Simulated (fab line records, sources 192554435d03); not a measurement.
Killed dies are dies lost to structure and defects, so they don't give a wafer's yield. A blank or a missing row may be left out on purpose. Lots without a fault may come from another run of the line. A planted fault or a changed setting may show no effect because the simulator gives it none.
Chamber matching | flow n5_finfet | N5_BEOL_M11_ETCH_65 on rie_diel-06: 4 sister chambers
The step etches SiARC in CF4, target depth 39 nm, time 65 s. 24 wafers are shown with their chamber, then 12 later ones without.

WAFERS WITH THEIR CHAMBER
wafer  | chamber | showerhead_plenum_p_Torr (Torr) | drypump_motor_current_A (A) | etch_rf_on_time_s (s)
L075.1 | 1       | 1.98                            | 5.5                         | 65.2
L075.3 | 3       | 2.10                            | 6.1                         | 62.7
L075.5 | 2       | 2.27                            | 4.8                         | 62.4
L074.1 | 2       | 2.27                            | 4.8                         | 64.2
L074.2 | 0       | 2.20                            | 5.6                         | 67.5
L074.3 | 3       | 2.10                            | 6.2                         | 63.7
L074.4 | 1       | 1.98                            | 5.6                         | 65.4
L074.5 | 3       | 2.10                            | 6.1                         | 63.8
L074.6 | 0       | 2.20                            | 5.6                         | 67.4
L076.2 | 1       | 1.98                            | 5.6                         | 64.7
L076.3 | 0       | 2.20                            | 5.6                         | 66.8
L076.5 | 1       | 1.98                            | 5.6                         | 65.1
L077.3 | 2       | 2.27                            | 4.8                         | 62.1
L077.5 | 1       | 1.98                            | 5.5                         | 63.6
L077.6 | 2       | 2.27                            | 4.8                         | 62.7
L080.1 | 0       | 2.19                            | 5.6                         | 66.4
L080.3 | 1       | 1.98                            | 5.5                         | 63.5
L080.5 | 0       | 2.19                            | 5.6                         | 66.0
L082.2 | 1       | 1.98                            | 5.5                         | 63.6
L082.3 | 2       | 2.26                            | 4.8                         | 63.0
L082.5 | 0       | 2.19                            | 5.6                         | 65.8
L085.2 | 2       | 2.26                            | 4.8                         | 63.9
L085.3 | 3       | 2.09                            | 6.1                         | 63.2
L085.5 | 3       | 2.09                            | 6.2                         | 63.4

SIGNATURES (means of the wafers above)
reading                  | chamber 0 | chamber 1 | chamber 2 | chamber 3 | scatter within a chamber
showerhead_plenum_p_Torr | 2.1950    | 1.9800    | 2.2667    | 2.0960    | 0.00449
drypump_motor_current_A  | 5.600     | 5.543     | 4.800     | 6.140     | 0.0382
etch_rf_on_time_s        | 66.650    | 64.443    | 63.050    | 63.360    | 0.744
Rule: a wafer's distance from a chamber is the root of the sum, over the readings, of the square of ((its reading less the chamber's mean) divided by the reading's scatter). The wafer belongs to the nearest chamber; if the next one is less than 2 further off, it can't be placed. The scatter: the root of (the sum of the squares of (reading less its chamber's mean) over the shown wafers, divided by (wafers less chambers)).

WAFERS WITHOUT THEIR CHAMBER
wafer  | showerhead_plenum_p_Torr (Torr) | drypump_motor_current_A (A) | etch_rf_on_time_s (s)
L088.2 | 1.98                            | 5.6                         | 64.9
L088.5 | 1.97                            | 5.5                         | 64.6
L088.6 | 2.19                            | 5.6                         | 66.4
L087.1 | 2.09                            | 6.2                         | 63.5
L087.4 | 2.19                            | 5.6                         | 66.7
L087.5 | 2.09                            | 6.2                         | 63.0
L091.1 | 2.09                            | 6.2                         | 62.6
L091.3 | 2.19                            | 5.6                         | 66.2
L091.5 | 2.26                            | 4.8                         | 63.1
L092.1 | 2.19                            | 5.6                         | 66.6
L092.2 | 2.26                            | 4.8                         | 63.2
L092.6 | 1.97                            | 5.5                         | 64.4

WHICH CHAMBER EACH WENT THROUGH
wafer  | from the rows above | in truth
L088.2 | 1                   | 1
L088.5 | 1                   | 1
L088.6 | 0                   | 0
L087.1 | 3                   | 3
L087.4 | 0                   | 0
L087.5 | 3                   | 3
L091.1 | 3                   | 3
L091.3 | 0                   | 0
L091.5 | 2                   | 2
L092.1 | 0                   | 0
L092.2 | 2                   | 2
L092.6 | 1                   | 1
Placed correctly: 12 of 12. Can't be placed from these rows: 0. Placed wrongly: 0.
